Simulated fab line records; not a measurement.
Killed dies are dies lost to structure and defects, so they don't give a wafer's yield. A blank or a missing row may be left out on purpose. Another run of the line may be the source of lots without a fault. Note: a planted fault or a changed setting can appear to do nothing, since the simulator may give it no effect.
Comparing a struck lot with a sound one | flow n5 finfet | 15 out of 1938 route steps
Sound: these wafers, L571.1, L571.4, L571.6. The struck wafers were L582.2, L582.3, L582.5. At the end, the cause is stated.
At each step with rows: each side's tool, then ch and its chambers, then its first start. Under that, the readings that differ: sound wafers | struck wafers | difference of the means | sigmas: that difference in standard deviations of wafers without a fault.
alike: readings whose means differ by less than 2 such deviations, and words and numbers that are the same on both sides. not compared: withheld readings, readings that some wafer has no value for, bounds like >300 that may hide the same value, and numbers for which the record gives no deviation and whose values overlap.
Wherever a step has rows on one side only, a row that says differs or no value, or a row with sigmas, the two part there. When numbers do not overlap yet have no deviation, they are printed without sigmas and do not part them. Lack of a reading on every wafer of one side parts them only where that side has two or more wafers.

first, 7 steps without rows for these wafers: N5_WELL_APT_COAT_02 (resist thk 950 nm); N5_WELL_APT_EBR_04; N5_WELL_APT_SOFTBAKE_03 (time 60 s); N5_WELL_APT_EXPOSE_05 (exposes mask NWELL, defocus 0 nm, target cd 200 nm); N5_WELL_APT_PEB_06 (peb time 90 s); N5_WELL_APT_DEVELOP_07 (develop time 45 s); N5_WELL_APT_HARDBAKE_12 (time 120 s).
N5_WELL_APT_CD_MEAS_08 targets a cd of 200 nm.
  sound on cd sem-03 ch 0, day 1 19:43; struck on cd sem-01 ch 0, day 4 14:59
  reading    | sound             | struck            | difference | sigmas
  cd nm (nm) | 203.0 202.7 200.8 | 195.1 198.9 198.4 | -4.7       | -3
N5_WELL_APT_OVL_MEAS_09:
  sound on overlay-02 ch 0, day 1 19:44; struck on overlay-02 ch 0, day 4 15:02
  alike: NWELL_OVL
N5_WELL_APT_INSPECT_10: inspects for defects (macro).
  struck on defect inspect-02, day 4 15:03; sound on defect inspect-02, day 1 19:46
  alike: raw defect count
N5_WELL_APT_DESCUM_13: chemistry O2, time 7.9 s.
  sound on rie diel-05 ch 2,3, day 1 19:55; struck on rie diel-05 ch 0,1, day 4 15:09
  reading               | sound          | struck         | difference | sigmas
  oes product au (a.u.) | 0.68 0.72 0.72 | 1.00 0.85 1.00 | +0.24      | +2
  alike: drypump motor current A, rf vpp V, showerhead plenum p Torr, throttle valve pct
  not compared: rf hours counter h
following that, these wafers have no rows for 1 step: N5_WELL_APT_IMPLANT_14.
N5_WELL_APT_IMPLANT_15:
  sound on implanter-02 ch 0, day 1 20:12; struck on implanter-01 ch 0, day 4 15:28
  reading            | sound                            | struck                        | difference | sigmas
  dose ions cm2      | 1.5008e+13 1.5019e+13 1.5012e+13 | 1.551e+12 1.516e+12 1.517e+12 | -1.348e+13 | -99 or more
  faraday current uA | 197 192 185                      | 20 19 20                      | -172       | -45
then, 1 step without rows for these wafers: N5_WELL_APT_STRIP_16 (strips in SPM, time 900 s).
-- here the record skips 12 days between the struck wafers' starts before and after, leaving off in module WELL_APT and picking up in module PASSIVATION (first step shown: number 1936 of the route) --
N5_PASSIVATION_PROBE_49:
  struck on prober-01, day 16 04:18; sound on prober-02, day 13 03:52
  alike: killed_at_M0_to_M3, killed_at_M4_up, killed at contacts, killed at front end, killed at other, killed dies, killed open, killed short

== WHERE THEY PART ==
Last at N5_WELL_APT_IMPLANT_15 as far as this record goes, first at N5_WELL_APT_CD_MEAS_08. Later steps at which nothing parts them and some readings are alike: N5_PASSIVATION_PROBE_49.

WHY: whatever the simulator had introduced
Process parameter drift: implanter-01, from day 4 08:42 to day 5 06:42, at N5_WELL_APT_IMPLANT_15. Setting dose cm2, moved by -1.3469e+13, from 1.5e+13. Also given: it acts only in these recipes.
